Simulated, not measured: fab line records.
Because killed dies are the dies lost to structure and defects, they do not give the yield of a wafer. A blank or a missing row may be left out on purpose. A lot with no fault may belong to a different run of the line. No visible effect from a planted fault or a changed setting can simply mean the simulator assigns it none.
fab line records	flow n5_finfet
record lots=7	wafers=19	last_day=16
route steps=1938 shown PMOS_HMC_CHANNEL_EPI@84 FIN_SAQP@90 STI_FIN_REVEAL@196 BEOL_M4@1111
lots with no fault: from the same line, run without faults
start_h: hours from the record's opening day to when the first of the lot's shown wafers began	wait_h: time in hours since the lot's previous step	" identical to the entry in the row above	L1.1+2: one row covering several wafers at once	- no value, or no start given	* or withheld: withheld	< > ~ a bound
route shown NAME@n: names a module that has steps shown in the file, with the first one's number in the route	usual: mean/standard deviation taken from wafers without a fault	same: alike in all rows	chamber/n: place in a boat	sites: per-site readings	_std_site: the standard deviation of these	_edge_site: inner sites' mean taken away from outer sites' mean	radius_mm: for every site, how far away it sits from the centre of the wafer	mask NAME#n: copy n	behind: the most recent tool/chamber to have shaped the wafer	hold: why the lot was held/for how many hours/how that ended	device: names the non-switching transistor (n, p or np)	end of line: the same wafers' tests at the end of the route	step lacking rows: just its recipe	killed: the dies lost at the first sort to structure and to defects; this is not the yield of the wafer	map: a wafer's dies, marking killed ones x, the rest . and places with no die _
set.NAME: the setting the step ran with; set.NAME@STEP: the setting that earlier step ran with	model.NAME: the simulator's own value behind a step, which no gauge read
lots at selected steps of the route; one table per step, one row per wafer
services: a tool's chamber out of use, with start hour (start_h, from the record's first day; less than 0 if before it), hours out, and reason
## steps
# step N5_PMOS_HMC_CHANNEL_EPI_PRECLEAN_37
# recipe chemistry=O3/DIW	time_s=45	temp_c=22	o3_ppm=10
# step N5_PMOS_HMC_CHANNEL_EPI_PRECLEAN_24
# recipe chemistry=DHF	time_s=30	temp_c=25	dilution=withheld
# step N5_PMOS_HMC_CHANNEL_EPI_SRD_25
# recipe dry=ipa_marangoni	do_ppb=5	time_s=30	temp_c=23	rinse_liquid=diw
# step N5_PMOS_HMC_CHANNEL_EPI_EPI_26
# recipe material=Si	target_thk_a=38	temp_c=650	precursor=SiH4/H2	pressure_torr=20	time_s=22.7
# step N5_PMOS_HMC_CHANNEL_EPI_INSPECT_30
# recipe inspect_instrument=darkfield	mode=post_epi
# usual raw_defect_count=18/6.2
lot.wafer	tool	chamber	start_h	wait_h	raw_defect_count
L804.2	defect_inspect-01	-	50.51	0.0	23
L804.4	"	-	"	"	14
L804.6	"	-	"	"	18
L807.1	defect_inspect-01	-	69.65	0.0	8
L807.4	"	-	"	"	17
L807.6	"	-	"	"	18
L808.1	defect_inspect-01	-	75.23	0.0	8
L808.4	"	-	"	"	7
L808.5	"	-	"	"	19
L809.2	defect_inspect-01	-	80.44	0.0	14
L809.3	"	-	"	"	15
L809.4	"	-	"	"	22
L810.2	defect_inspect-01	-	87.63	0.0	24
L810.6	"	-	"	"	14
L813.4	defect_inspect-01	-	104.27	0.0	23
L813.6	"	-	"	"	21
L818.1	defect_inspect-01	-	134.65	0.0	20
L818.2	"	-	"	"	16
L818.4	"	-	"	"	15
# step N5_FIN_SAQP_PRECLEAN_42
# recipe chemistry=O3/DIW	time_s=60	temp_c=22	o3_ppm=10
# step N5_FIN_SAQP_PRECLEAN_00
# recipe chemistry=SC1	time_s=60	temp_c=55	mix=1:2:50
# step N5_FIN_SAQP_PRECLEAN_44
# recipe chemistry=SC2	time_s=45	temp_c=35	mix=1:1:50
# step N5_FIN_SAQP_SRD_01
# recipe dry=ipa_marangoni	time_s=30	temp_c=23	rinse_liquid=diw
# step N5_FIN_SAQP_ALD_61
# recipe material=SiO2	target_thk_a=40	temp_c=300	ald_precursor_family=BDEAS	ald_co_reactant=O2-plasma	pulse_time_s=1	purge_time_s=2	co_reactant_purge_time_s=2	ald_cycles=43	pressure_torr=2
# usual heater_power_outer_w=265/42	heater_power_w=458/61	precursor_pulse_height_rel=1.001/0.02
lot.wafer	tool	chamber	start_h	wait_h	heater_power_outer_w	heater_power_w	precursor_pulse_height_rel
L804.2	ald_sin-04	2	50.63	0.0	342	562	0.978
L804.4	"	1	"	"	271	474	0.955
L804.6	"	2	"	"	343	566	1.028
L807.1	ald_sin-02	0	70.67	0.9	277	474	1.008
L807.4	"	1	"	"	274	491	1.001
L807.6	"	3	"	"	320	485	1.005
L808.1	ald_sin-04	3	75.38	0.1	230	387	0.961
L808.4	"	2	"	"	342	568	0.980
L808.5	"	0	"	"	195	360	1.018
L809.2	ald_sin-01	1	80.65	0.1	264	435	1.009
L809.3	"	3	"	"	305	518	1.036
L809.4	"	0	"	"	223	448	1.003
L810.2	ald_sin-02	3	89.01	1.3	312	490	0.989
L810.6	"	3	"	"	323	499	0.988
L813.4	ald_sin-01	2	104.39	0.0	263	447	1.038
L813.6	"	0	"	"	228	450	1.013
L818.1	ald_sin-04	3	134.77	0.0	241	400	1.008
L818.2	"	2	"	"	346	563	1.020
L818.4	"	1	"	"	270	473	0.999
# step N5_FIN_SAQP_DENSIFY_62
# recipe temp_c=700	time_s=60	ambient=N2	idle_temp_c=600	ramp_up_c_per_s=150	ramp_down_c_per_s=60	cool_to_c=600
# usual lamp_power_pct=9.84/0.054	wafer_temp_C_max=703.3/0.6
lot.wafer	tool	chamber	start_h	wait_h	lamp_power_pct	wafer_temp_C_max
L804.2	rtp_anneal-02	0	51.12	0.4	9.87	704.4
L804.4	"	0	"	"	9.86	703.2
L804.6	"	0	"	"	9.92	703.7
L807.1	rtp_anneal-01	0	70.91	0.2	9.79	703.6
L807.4	"	0	"	"	9.86	702.9
L807.6	"	0	"	"	9.77	702.5
L808.1	rtp_anneal-02	0	75.59	0.1	9.80	704.5
L808.4	"	0	"	"	9.84	703.6
L808.5	"	0	"	"	9.83	703.2
L809.2	rtp_anneal-01	0	81.30	0.6	9.74	702.7
L809.3	"	0	"	"	9.73	703.4
L809.4	"	0	"	"	9.79	703.3
L810.2	rtp_anneal-01	0	89.24	0.1	9.95	703.7
L810.6	"	0	"	"	9.91	704.1
L813.4	rtp_anneal-02	0	104.74	0.3	9.72	702.9
L813.6	"	0	"	"	9.92	703.1
L818.1	rtp_anneal-01	0	134.98	0.1	9.85	702.6
L818.2	"	0	"	"	9.84	703.7
L818.4	"	0	"	"	9.87	703.4
# step N5_FIN_SAQP_HM_DEP_03
# recipe material=SiNx	target_thk_a=380	temp_c=400	precursor=SiH4/NH3/N2	pressure_torr=1.5	rf_w=300	time_s=33.6
# usual heater_power_outer_w=487/77	heater_power_w=793/97	showerhead_plenum_p_Torr=5.18/0.078	showerhead_vpp_V=1067/26	throttle_valve_pct=39.9/1.8
lot.wafer	tool	chamber	start_h	wait_h	heater_power_outer_w	heater_power_w	showerhead_plenum_p_Torr	showerhead_vpp_V	throttle_valve_pct	model.SiNx_of_FIN_SAQP_HM_DEP_03.thk_nm
L804.2	pecvd-03	2	51.31	0.2	492	793	5.13	1022	40.1	37.23
L804.4	"	0	"	"	559	830	5.29	1047	39.8	37.79
L804.6	"	0	"	"	540	824	5.29	1041	39.8	37.53
L807.1	pecvd-04	2	71.13	0.2	450	798	5.11	1045	36.5	37.69
L807.4	"	1	"	"	459	755	5.24	1083	38.5	38.63
L807.6	"	0	"	"	375	651	5.08	1114	41.4	38.15
L808.1	pecvd-04	2	75.80	0.2	421	748	5.12	1064	36.5	37.2
L808.4	"	0	"	"	421	707	5.08	1093	41.2	33.56
L808.5	"	1	"	"	563	907	5.25	1092	38.8	38.05
L809.2	pecvd-03	1	81.48	0.2	410	709	5.28	1113	42.5	37.12
L809.3	"	2	"	"	472	760	5.11	1014	40.3	36.9
L809.4	"	2	"	"	480	784	5.12	1047	40.2	37.98
L810.2	pecvd-04	1	89.43	0.2	457	724	5.26	1076	38.9	34.45
L810.6	"	2	"	"	451	766	5.10	1044	36.4	38.88
L813.4	pecvd-04	2	104.89	0.1	477	825	5.11	1051	36.5	34.74
L813.6	"	0	"	"	433	706	5.08	1094	41.5	38.74
L818.1	pecvd-02	0	135.19	0.2	642	972	5.21	1067	39.4	37.3
L818.2	"	2	"	"	405	717	5.13	1040	38.8	37.86
L818.4	"	0	"	"	618	1000	5.21	1061	39.6	38.53
# step N5_FIN_SAQP_THK_MEAS_05
# usual thk_nm=37.9/0.6
lot.wafer	tool	chamber	start_h	wait_h	thk_nm
L804.2	film_metro-01	-	51.42	0.1	37.3
L804.4	"	-	"	"	37.8
L804.6	"	-	"	"	37.5
L807.1	film_metro-02	-	71.21	0.1	37.7
L807.4	"	-	"	"	38.6
L807.6	"	-	"	"	38.2
L808.1	film_metro-01	-	75.89	0.1	37.3
L808.4	"	-	"	"	33.5
L808.5	"	-	"	"	38.1
L809.2	film_metro-01	-	81.57	0.1	37.1
L809.3	"	-	"	"	36.9
L809.4	"	-	"	"	38.0
L810.2	film_metro-02	-	89.52	0.1	34.5
L810.6	"	-	"	"	38.9
L813.4	film_metro-02	-	104.95	0.0	34.8
L813.6	"	-	"	"	38.7
L818.1	film_metro-02	-	135.28	0.1	37.2
L818.2	"	-	"	"	37.8
L818.4	"	-	"	"	38.5
# step N5_FIN_SAQP_PECVD_47
# recipe material=a-Si	target_thk_a=450	temp_c=400	precursor=SiH4/He	pressure_torr=3	rf_w=100	time_s=36.3
# step N5_FIN_SAQP_PECVD_48
# recipe material=SiNx	target_thk_a=250	temp_c=400	precursor=SiH4/NH3/N2	pressure_torr=1.5	rf_w=300	time_s=22.1
# usual heater_power_outer_w=481/88	heater_power_w=786/120	showerhead_plenum_p_Torr=5.17/0.07	showerhead_vpp_V=1069/24	throttle_valve_pct=39.9/1.9
lot.wafer	tool	chamber	start_h	wait_h	heater_power_outer_w	heater_power_w	showerhead_plenum_p_Torr	showerhead_vpp_V	throttle_valve_pct
L804.2	pecvd-02	2	51.50	0.0	350	659	5.12	1049	38.4
L804.4	"	2	"	"	352	638	5.14	1058	38.3
L804.6	"	0	"	"	705	1075	5.20	1062	39.2
L807.1	pecvd-02	2	71.31	0.0	392	693	5.13	1039	38.8
L807.4	"	1	"	"	441	703	5.18	1075	42.6
L807.6	"	1	"	"	455	696	5.17	1086	43.0
L808.1	pecvd-02	2	75.97	0.0	432	771	5.13	1039	38.6
L808.4	"	2	"	"	433	759	5.12	1051	38.5
L808.5	"	1	"	"	411	627	5.16	1103	42.6
L809.2	pecvd-04	1	81.65	0.0	473	752	5.24	1087	38.7
L809.3	"	0	"	"	418	690	5.09	1092	41.6
L809.4	"	0	"	"	412	699	5.08	1100	41.4
L810.2	pecvd-02	2	89.59	0.0	434	749	5.13	1040	38.5
L810.6	"	2	"	"	429	740	5.12	1063	38.6
L813.4	pecvd-02	2	105.05	0.0	408	730	5.13	1036	38.6
L813.6	"	0	"	"	669	1057	5.20	1055	39.4
L818.1	pecvd-04	2	135.36	0.0	501	849	5.10	1050	36.9
L818.2	"	1	"	"	523	846	5.25	1078	38.6
L818.4	"	1	"	"	542	849	5.25	1074	38.8
# step N5_FIN_SAQP_PECVD_06
# recipe material=a-Si	target_thk_a=600	temp_c=400	precursor=SiH4/He	pressure_torr=3	rf_w=100	time_s=48.1
# step N5_FIN_SAQP_THK_MEAS_07
# usual thk_nm=60.2/0.78
lot.wafer	tool	chamber	start_h	wait_h	thk_nm
L804.2	film_metro-02	-	51.63	0.1	59.5
L804.4	"	-	"	"	61.0
L804.6	"	-	"	"	60.6
L807.1	film_metro-02	-	71.49	0.1	59.0
L807.4	"	-	"	"	61.2
L807.6	"	-	"	"	61.6
L808.1	film_metro-02	-	76.09	0.1	59.4
L808.4	"	-	"	"	60.5
L808.5	"	-	"	"	61.0
L809.2	film_metro-02	-	81.78	0.1	58.8
L809.3	"	-	"	"	59.7
L809.4	"	-	"	"	59.9
L810.2	film_metro-01	-	89.72	0.1	60.6
L810.6	"	-	"	"	61.0
L813.4	film_metro-02	-	105.16	0.0	60.8
L813.6	"	-	"	"	60.8
L818.1	film_metro-01	-	135.49	0.1	58.6
L818.2	"	-	"	"	59.3
L818.4	"	-	"	"	59.6
# step N5_FIN_SAQP_HM_DEP_72
# recipe material=SiO2	target_thk_a=120	temp_c=400	precursor=SiH4/N2O	pressure_torr=0.75	rf_w=275	time_s=7.2
# step N5_FIN_SAQP_COAT_49
# recipe resist=SOC	temp_c=250	time_s=60	spin_rpm=1500	resist_thk_nm=100
# step N5_FIN_SAQP_COAT_50
# recipe resist=SiARC	temp_c=220	time_s=60	spin_rpm=1500	resist_thk_nm=35
# step N5_FIN_SAQP_COAT_10
# recipe resist=CAR-ArF	spin_rpm=1500	resist_thk_nm=90
# step N5_FIN_SAQP_EBR_12
# recipe solvent=PGMEA	ebr_width_mm=1.5
# step N5_FIN_SAQP_SOFTBAKE_11
# recipe temp_c=110	time_s=60	resist=CAR-ArF
# step N5_FIN_SAQP_EXPOSE_13
# recipe mask_id=FIN_CORE	na=1.35	source_shape=dipole	sigma_inner=0.538	sigma_outer=0.738	polarization=te	target_cd_nm=35.6	dose_mj=63.25
# step N5_FIN_SAQP_PEB_14
# recipe peb_temp_c=withheld	peb_time_s=60	resist=CAR-ArF
# step N5_FIN_SAQP_DEVELOP_15
# recipe develop_time_s=30	developer=TMAH	resist=CAR-ArF	dev_temp_c=23	rinse_liquid=diw	dry=air_spin
# step N5_FIN_SAQP_CD_MEAS_16
# recipe target_cd_nm=35.6	landing_energy_ev=500	detector=se_inlens
# usual cd_nm=35.64/0.3
lot.wafer	tool	chamber	start_h	wait_h	cd_nm
L804.2	cd_sem-03	0	52.12	-	35.38
L804.4	"	0	"	"	35.41
L804.6	"	0	"	"	35.49
L807.1	cd_sem-01	0	72.00	-	35.72
L807.4	"	0	"	"	36.16
L807.6	"	0	"	"	35.72
L808.1	cd_sem-03	0	76.58	-	35.90
L808.4	"	0	"	"	36.13
L808.5	"	0	"	"	35.50
L809.2	cd_sem-01	0	82.14	-	36.06
L809.3	"	0	"	"	35.73
L809.4	"	0	"	"	35.55
L810.2	cd_sem-03	0	90.21	-	35.37
L810.6	"	0	"	"	35.50
L813.4	cd_sem-02	0	105.53	-	36.04
L813.6	"	0	"	"	36.04
L818.1	cd_sem-03	0	135.97	-	35.73
L818.2	"	0	"	"	35.36
L818.4	"	0	"	"	35.67
# step N5_FIN_SAQP_OVL_MEAS_17
# recipe points_per_wafer=44
# usual FIN_CORE_OVL=0.2/0.87
lot.wafer	tool	chamber	start_h	wait_h	FIN_CORE_OVL[nm]
L804.2	overlay-02	0	52.15	0.0	-0.2
L804.4	"	0	"	"	-0.1
L804.6	"	0	"	"	-0.8
L807.1	overlay-02	0	72.04	0.0	-0.1
L807.4	"	0	"	"	0.5
L807.6	"	0	"	"	1.2
L808.1	overlay-02	0	76.62	0.0	-0.5
L808.4	"	0	"	"	0.4
L808.5	"	0	"	"	0.2
L809.2	overlay-02	0	82.18	0.0	1.3
L809.3	"	0	"	"	-1.5
L809.4	"	0	"	"	0.5
L810.2	overlay-01	0	90.25	0.0	0.5
L810.6	"	0	"	"	0.7
L813.4	overlay-01	0	105.56	0.0	-0.5
L813.6	"	0	"	"	0.3
L818.1	overlay-01	0	136.01	0.0	0.0
L818.2	"	0	"	"	0.4
L818.4	"	0	"	"	-1.2
# step N5_FIN_SAQP_INSPECT_18
# recipe mode=adi	inspect_instrument=brightfield
# usual raw_defect_count=422/120
lot.wafer	tool	chamber	start_h	wait_h	raw_defect_count
L804.2	defect_inspect-01	-	52.18	0.0	251
L804.4	"	-	"	"	248
L804.6	"	-	"	"	263
L807.1	defect_inspect-01	-	72.06	0.0	173
L807.4	"	-	"	"	257
L807.6	"	-	"	"	243
L808.1	defect_inspect-01	-	76.64	0.0	424
L808.4	"	-	"	"	325
L808.5	"	-	"	"	375
L809.2	defect_inspect-01	-	82.20	0.0	276
L809.3	"	-	"	"	293
L809.4	"	-	"	"	369
L810.2	defect_inspect-01	-	90.27	0.0	334
L810.6	"	-	"	"	285
L813.4	defect_inspect-02	-	105.58	0.0	410
L813.6	"	-	"	"	451
L818.1	defect_inspect-02	-	136.03	0.0	546
L818.2	"	-	"	"	574
L818.4	"	-	"	"	447
# step N5_FIN_SAQP_DESCUM_21
# recipe chemistry=O2	time_s=7.9	source_power_w=50	bias_power_w=20	pressure_mtorr=20	rf_frequency_hz=2.712e+07	temp_c=40	resist=CAR-ArF	o2_flow_sccm=225
# usual bias_power_w=20.00/0.058	drypump_motor_current_A=5.7/0.57	oes_product_au=0.79/0.08	rf_vpp_V=243.7/1.2	showerhead_plenum_p_Torr=2.13/0.057	throttle_valve_pct=20.47/0.24
lot.wafer	tool	chamber	start_h	wait_h	bias_power_w	drypump_motor_current_A	oes_product_au	rf_hours_counter_h	rf_vpp_V	showerhead_plenum_p_Torr	throttle_valve_pct
L804.2	rie_diel-05	1	52.21	0.0	20.07	5.8	0.85	51	245.1	2.21	20.46
L804.4	"	2	"	"	19.93	5.1	0.73	176	244.7	2.17	20.56
L804.6	"	3	"	"	20.07	5.7	0.95	-	245.1	2.22	19.94
L807.1	rie_diel-06	2	72.10	0.0	20.04	6.6	0.72	192	243.3	2.17	20.56
L807.4	"	0	"	"	20.00	4.9	0.93	11	243.1	2.07	20.53
L807.6	"	3	"	"	19.93	5.8	0.77	-	244.2	2.11	20.63
L808.1	rie_diel-06	1	76.69	0.0	19.99	5.1	0.77	120	242.1	2.10	20.21
L808.4	"	0	"	"	20.01	4.9	0.93	-	242.1	2.07	20.52
L808.5	"	1	"	"	20.01	5.2	0.77	-	243.2	2.10	20.22
L809.2	rie_diel-05	3	82.23	0.0	20.02	5.7	0.94	14	245.9	2.21	19.95
L809.3	"	1	"	"	19.93	5.7	0.84	61	244.2	2.20	20.49
L809.4	"	0	"	"	19.95	6.6	0.71	-	243.6	2.07	20.28
L810.2	rie_diel-05	2	90.33	0.1	19.90	5.1	0.72	186	244.2	2.16	20.56
L810.6	"	3	"	"	19.90	5.7	0.92	-	245.8	2.21	19.96
L813.4	rie_diel-06	0	105.78	0.2	20.03	4.9	0.90	23	243.5	2.07	20.55
L813.6	"	1	"	"	19.97	5.2	0.75	-	243.2	2.10	20.25
L818.1	rie_diel-05	2	136.10	0.1	20.05	5.1	0.70	202	243.9	2.16	20.63
L818.2	"	0	"	"	19.97	6.6	0.69	224	242.3	2.06	20.31
L818.4	"	3	"	"	20.03	5.7	0.89	34	244.3	2.21	19.96
# step N5_FIN_SAQP_ETCH_51
# recipe chemistry=CF4	target=SiARC	target_depth_a=455	mask_material=CAR-ArF	time_s=75.8	ion_energy_ev=80	pressure_mtorr=40	source_w=545	bias_w=36	Ar_flow_sccm=100	cf4_flow_sccm=100	ends=cleared
# step N5_FIN_SAQP_ETCH_52
# recipe chemistry=N2/H2	target=SOC	target_depth_a=1000	overetch_a=200	mask_material=SiARC	temp_c=40	time_s=150	ion_energy_ev=200	pressure_mtorr=30	source_w=840	bias_w=150	n2_flow_sccm=200	h2_flow_sccm=200	ends=end_point
# step N5_FIN_SAQP_STRIP_53
# recipe chemistry=N2/H2	temp_c=40	n2_flow_sccm=200	h2_flow_sccm=200	rf_frequency_hz=6e+07
# step N5_FIN_SAQP_HM_OPEN_73
# recipe chemistry=CHF3/O2	target=SiO2	stop_on=a-Si	target_depth_a=120	over_etch_frac=1.8	mask_material=SOC	time_s=16.8	pressure_mtorr=30	source_w=650	bias_w=170	Ar_flow_sccm=200	CHF3_flow_sccm=50	O2_flow_sccm=5	ion_energy_ev=200	ends=end_point
# step N5_FIN_SAQP_STRIP_74
# recipe chemistry=CHF3/O2	resist=SiARC	rf_frequency_hz=6e+07
# step N5_FIN_SAQP_MANDREL_ETCH_22
# recipe target_depth_a=600	chemistry=HBr/Cl2	target=a-Si	stop_on=SiNx	bt_time_s=10	over_etch_frac=0.5	time_s=30	pressure_mtorr=10	icp_w=800	bias_w=75	HBr_flow_sccm=150	Cl2_flow_sccm=80	ends=end_point
# step N5_FIN_SAQP_STRIP_55
# recipe chemistry=N2/H2	power_w=500	temp_c=40	pressure_mtorr=50	rf_frequency_hz=6e+07	overash_fraction=0.3	bias_power_w=28	h2_frac=0.5	n2_flow_sccm=300	h2_flow_sccm=300
# step N5_FIN_SAQP_STRIP_23
# recipe chemistry=SPM	time_s=750	temp_c=130	h2so4_h2o2_vol_ratio=4
# step N5_FIN_SAQP_SRD_66
# recipe dry=ipa_marangoni	time_s=30	temp_c=23	rinse_liquid=diw
# step N5_FIN_SAQP_RECESS_75
# recipe chemistry=HF/NH3	target=SiO2	target_depth_a=144	afs_cycles=3	temp_c=30	sublimation_temp_c=180	sublimation_time_s=60
# usual drypump_motor_current_A=5.5/0.5
lot.wafer	tool	chamber	start_h	wait_h	drypump_motor_current_A
L804.2	vapor_etch-02	1	52.92	0.0	4.7
L804.4	"	1	"	"	4.7
L804.6	"	0	"	"	5.2
L807.1	vapor_etch-02	0	72.85	0.0	5.2
L807.4	"	0	"	"	5.2
L807.6	"	0	"	"	5.2
L808.1	vapor_etch-01	1	77.66	0.0	6.1
L808.4	"	0	"	"	5.6
L808.5	"	1	"	"	6.1
L809.2	vapor_etch-01	0	82.94	0.0	5.6
L809.3	"	1	"	"	6.1
L809.4	"	0	"	"	5.6
L810.2	vapor_etch-01	1	91.20	0.0	6.1
L810.6	"	0	"	"	5.6
L813.4	vapor_etch-02	1	106.64	0.1	4.7
L813.6	"	0	"	"	5.2
L818.1	vapor_etch-01	0	136.81	0.0	5.6
L818.2	"	1	"	"	6.1
L818.4	"	1	"	"	6.1
# step N5_FIN_SAQP_SPACER1_ALD_24
# recipe material=SiO2	target_thk_a=203	temp_c=300	ald_precursor_family=BDEAS	ald_co_reactant=O2-plasma	pulse_time_s=1	purge_time_s=2	co_reactant_purge_time_s=2	ald_cycles=218	pressure_torr=2
# step N5_FIN_SAQP_HM_OPEN_33
# recipe chemistry=CH3F/O2	target=SiNx	mask_material=SiO2	target_depth_a=494	time_s=70.6	pressure_mtorr=30	source_w=395	bias_w=73	Ar_flow_sccm=150	CH3F_flow_sccm=30	O2_flow_sccm=20	ion_energy_ev=120	ends=cleared
# usual CH3F_flow_sccm=29.99/0.081	drypump_motor_current_A=5.7/0.52	etch_rf_on_time_s=69.2/1.5	oes_product_au=0.67/0.066	rf_vpp_V=302/4.6	showerhead_plenum_p_Torr=2.05/0.059	throttle_valve_pct=16.41/0.22
lot.wafer	tool	chamber	start_h	wait_h	CH3F_flow_sccm	drypump_motor_current_A	etch_rf_on_time_s	oes_product_au	rf_hours_counter_h	rf_vpp_V	showerhead_plenum_p_Torr	throttle_valve_pct	model.etch.depth_nm
L804.2	rie_diel-05	2	56.10	0.0	29.87	5.1	67.6	0.62	177	306	2.09	16.66	36.6
L804.4	"	3	"	"	30.13	5.7	68.8	0.80	6	297	2.13	15.90	37.16
L804.6	"	1	"	"	29.90	5.8	67.1	0.73	-	309	2.11	16.36	36.77
L807.1	rie_diel-05	2	75.74	0.0	30.05	5.1	68.0	0.62	183	305	2.09	16.66	37.06
L807.4	"	1	"	"	30.05	5.7	69.4	0.72	58	309	2.11	16.36	37.93
L807.6	"	2	"	"	30.01	5.1	68.7	0.61	-	304	2.09	16.65	37.52
L808.1	rie_diel-01	1	80.68	0.0	29.96	5.9	68.0	0.58	231	298	1.97	16.58	36.58
L808.4	"	2	"	"	29.91	6.1	61.4	0.65	153	296	2.09	16.44	32.93
L808.5	"	0	"	"	30.05	5.1	70.7	0.75	-	306	1.96	16.29	37.35
L809.2	rie_diel-06	2	85.88	0.0	29.90	6.6	67.8	0.62	197	302	2.07	16.52	36.49
L809.3	"	0	"	"	30.17	4.9	65.3	0.78	16	301	1.95	16.21	36.27
L809.4	"	1	"	"	29.90	5.1	68.5	0.66	124	294	2.02	16.21	37.22
L810.2	rie_diel-06	2	94.37	0.3	30.05	6.6	63.3	0.62	200	302	2.07	16.53	33.82
L810.6	"	1	"	"	30.06	5.2	72.0	0.66	-	296	2.02	16.24	38.25
L813.4	rie_diel-05	1	109.53	0.0	29.96	5.8	63.1	0.70	71	311	2.10	16.38	34.11
L813.6	"	0	"	"	29.99	6.6	71.4	0.59	-	297	1.99	16.35	38.11
L818.1	rie_diel-01	3	140.38	0.1	29.82	5.2	65.6	0.64	192	302	2.08	16.81	36.67
L818.2	"	0	"	"	29.88	5.1	70.0	0.73	45	304	1.95	16.32	37.23
L818.4	"	0	"	"	29.91	5.1	70.3	0.73	-	306	1.95	16.34	37.78
# step N5_STI_FIN_REVEAL_RECESS_09
# recipe chemistry=HF/NH3	target=SiO2	afs_cycles=11	target_depth_a=425	temp_c=30	sublimation_temp_c=180	sublimation_time_s=60
# usual drypump_motor_current_A=5.4/0.5
lot.wafer	tool	chamber	start_h	wait_h	drypump_motor_current_A	model.SiNx_of_FIN_SAQP_HM_DEP_03.thk_nm
L804.2	vapor_etch-01	0	64.02	0.0	5.6	17.6
L804.4	"	1	"	"	6.1	18
L804.6	"	0	"	"	5.6	17.4
L807.1	vapor_etch-02	0	83.75	0.0	5.2	18
L807.4	"	1	"	"	4.7	18.8
L807.6	"	0	"	"	5.2	18.2
L808.1	vapor_etch-02	1	89.51	0.0	4.7	17.2
L808.4	"	1	"	"	4.7	13.4
L808.5	"	1	"	"	4.7	18.4
L809.2	vapor_etch-01	0	94.98	0.0	5.6	17.4
L809.3	"	1	"	"	6.1	17.2
L809.4	"	0	"	"	5.6	18.4
L810.2	vapor_etch-01	1	102.43	0.0	6.1	14.8
L810.6	"	1	103.49	1.1	6.1	19.2
L813.4	vapor_etch-02	0	118.39	0.6	5.2	15
L813.6	"	0	"	"	5.2	19.2
L818.1	vapor_etch-02	0	148.82	0.0	5.2	17.6
L818.2	"	1	"	"	4.7	18.2
L818.4	"	0	"	"	5.2	18.6
# step N5_BEOL_M4_RC_MEAS_101
# usual DIBL_N=35.8/1.6	DIBL_P=36.0/2.1	IOFF_N=0.153/0.026	IOFF_P=0.21/0.037	ION_N=673/11	ION_P=462/7.6	SS_N=71.4/0.53	SS_P=73.2/0.67	VT_N=250/3.2	VT_P=-250/3.7
lot.wafer	tool	chamber	start_h	wait_h	DIBL_N[mV/V]	DIBL_P[mV/V]	IOFF_N[nA/um]	IOFF_P[nA/um]	ION_N[uA/um]	ION_P[uA/um]	SS_N[mV/dec]	SS_P[mV/dec]	VT_N[mV]	VT_P[mV]
L804.2	prober-02	0	198.70	0.2	36.6	37.1	0.172	0.22	672	459	71.9	73.7	247	-251
L804.4	"	0	"	"	33.8	34.0	0.122	0.17	655	456	71.3	72.7	253	-254
L804.6	"	0	"	"	35.9	37.2	0.163	0.23	678	462	71.9	73.0	249	-249
L807.1	prober-02	0	211.04	0.0	34.7	34.5	0.122	0.18	654	457	71.1	73.3	253	-253
L807.4	"	0	"	"	35.0	33.3	0.119	0.17	661	455	71.1	73.0	257	-251
L807.6	"	0	"	"	34.1	33.6	0.117	0.17	652	452	71.3	72.7	255	-253
L808.1	prober-01	0	224.79	0.0	36.6	37.9	0.170	0.24	686	473	71.9	73.9	247	-249
L808.4	"	0	"	"	36.7	38.6	0.185	0.24	695	470	71.5	73.6	245	-249
L808.5	"	0	"	"	34.9	35.2	0.139	0.19	675	467	71.8	72.5	250	-251
L809.2	prober-01	0	240.61	0.2	34.7	35.3	0.138	0.22	673	471	70.8	72.0	252	-246
L809.3	"	0	"	"	35.5	35.8	0.159	0.22	675	465	71.5	72.9	251	-246
L809.4	"	0	"	"	36.4	37.6	0.197	0.28	687	475	71.4	73.7	246	-243
L810.2	prober-01	0	245.42	0.2	35.7	36.6	0.171	0.19	673	457	72.0	73.5	250	-251
L810.6	"	0	"	"	36.8	37.9	0.188	0.20	684	451	72.5	73.9	247	-252
L813.4	prober-02	0	249.98	0.5	37.8	38.7	0.188	0.27	680	472	72.3	73.2	245	-247
L813.6	"	0	"	"	37.2	38.2	0.172	0.25	668	467	72.7	73.0	248	-247
L818.1	prober-01	0	289.30	0.0	38.0	39.5	0.183	0.24	679	465	72.1	74.6	252	-250
L818.2	"	0	"	"	39.4	40.2	0.217	0.27	695	469	72.5	74.8	249	-250
L818.4	"	0	"	"	36.0	35.2	0.145	0.18	667	454	71.4	73.5	251	-254
## services
tool	chamber	start_h	hours	kind
rie_diel-01	-	27.47	0.9	repair
rie_diel-06	1	35.52	4.5	repair
rie_diel-06	1	41.28	3.1	repair
pecvd-03	1	42.80	22.1	repair
pecvd-02	1	55.38	5.5	scheduled_down
pecvd-03	-	60.58	14.6	pm
pecvd-02	0	69.96	2.1	scheduled_down
rie_diel-06	3	73.64	6.6	repair
pecvd-04	2	76.52	2.1	scheduled_down
rtp_anneal-02	-	77.37	4.4	pm
rie_diel-05	2	80.74	5.5	repair
rie_diel-05	0	110.92	6.6	repair
rie_diel-06	1	116.06	7.0	repair
pecvd-02	-	139.84	0.3	repair
rie_diel-01	1	140.38	-	clean
rie_diel-01	1	140.38	-	consumable_replace:focus_ring
rie_diel-01	1	140.38	15.4	scheduled_down
rie_diel-01	1	140.38	15.4	vent_cycle
## key
first_sign step=N5_FIN_SAQP_THK_MEAS_05	reading=thk_nm	direction=down	sigmas=6.1	usual=*	struck=*
effect step=N5_FIN_SAQP_HM_OPEN_33	reading=etch_rf_on_time_s	direction=down	sigmas=4.5	usual=*	struck=*
model_effect step=N5_FIN_SAQP_HM_DEP_03	value=SiNx_of_FIN_SAQP_HM_DEP_03.thk_nm	without=38.44	struck=34.25
model_effect step=N5_FIN_SAQP_HM_OPEN_33	value=etch.depth_nm	without=37.81	struck=33.62
model_effect step=N5_STI_FIN_REVEAL_RECESS_09	value=SiNx_of_FIN_SAQP_HM_DEP_03.thk_nm	without=18.67	struck=14.4
met_at N5_FIN_SAQP_HM_DEP_03
struck_wafers L808.4,L810.2,L813.4
sort_left_out L808.4,L810.2,L813.4
onset_between 71.13 75.80
fault kind=process_parameter_drift	tool=pecvd-04	chamber=-	onset_h=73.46	steps=N5_FIN_SAQP_HM_DEP_03	channel=time_s	offset=*	shape=step	end_h=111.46	scope=struck_wafers_only	acts_in=*	stated=*
# sort_left_out: the simulated sort isn't trusted on such a fault, so these wafers' sort isn't shown, and their yield isn't known
